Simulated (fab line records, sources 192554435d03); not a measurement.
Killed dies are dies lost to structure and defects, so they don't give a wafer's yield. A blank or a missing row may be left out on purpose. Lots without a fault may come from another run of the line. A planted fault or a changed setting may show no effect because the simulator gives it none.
Chamber matching | flow n5_finfet | N5_BEOL_M11_ETCH_62 on rie_diel-02: 4 sister chambers
The step etches SOC in N2/H2, target depth 110 nm, overetch 22 nm, time 165 s. 8 wafers are shown with their chamber, then 10 later ones without.

WAFERS WITH THEIR CHAMBER
wafer  | chamber | drypump_motor_current_A (A) | showerhead_plenum_p_Torr (Torr)
L079.4 | 3       | 6.5                         | 2.44
L091.2 | 0       | 6.6                         | 2.53
L091.5 | 1       | 5.7                         | 2.62
L092.1 | 3       | 6.5                         | 2.43
L092.2 | 2       | 5.8                         | 2.50
L092.3 | 0       | 6.5                         | 2.52
L094.2 | 1       | 5.7                         | 2.61
L094.3 | 2       | 5.8                         | 2.50

WAFERS WITHOUT THEIR CHAMBER
wafer  | drypump_motor_current_A (A) | showerhead_plenum_p_Torr (Torr)
L094.4 | 6.6                         | 2.52
L093.1 | 5.7                         | 2.61
L093.2 | 6.6                         | 2.43
L093.4 | 6.6                         | 2.52
L097.2 | 5.9                         | 2.50
L097.4 | 6.5                         | 2.43
L097.6 | 5.7                         | 2.61
L096.2 | 6.5                         | 2.52
L096.3 | 5.7                         | 2.61
L096.5 | 5.9                         | 2.49

WHICH CHAMBER EACH WENT THROUGH
wafer  | from the rows above | in truth
L094.4 | 0                   | 0
L093.1 | 1                   | 1
L093.2 | 3                   | 3
L093.4 | 0                   | 0
L097.2 | 2                   | 2
L097.4 | 3                   | 3
L097.6 | 1                   | 1
L096.2 | 0                   | 0
L096.3 | 1                   | 1
L096.5 | 2                   | 2
Placed correctly: 10 of 10. Can't be placed from these rows: 0. Placed wrongly: 0.
How it was worked out, from the rows above alone: a wafer's distance from a chamber is the root of the sum, over the readings, of the square of ((its reading less the chamber's mean) divided by the reading's scatter). The wafer belongs to the nearest chamber; if the next one is less than 2 further off, it can't be placed. A chamber's mean is the mean of its shown wafers. The scatter: the root of (the sum of the squares of (reading less its chamber's mean) over the shown wafers, divided by (wafers less chambers)).
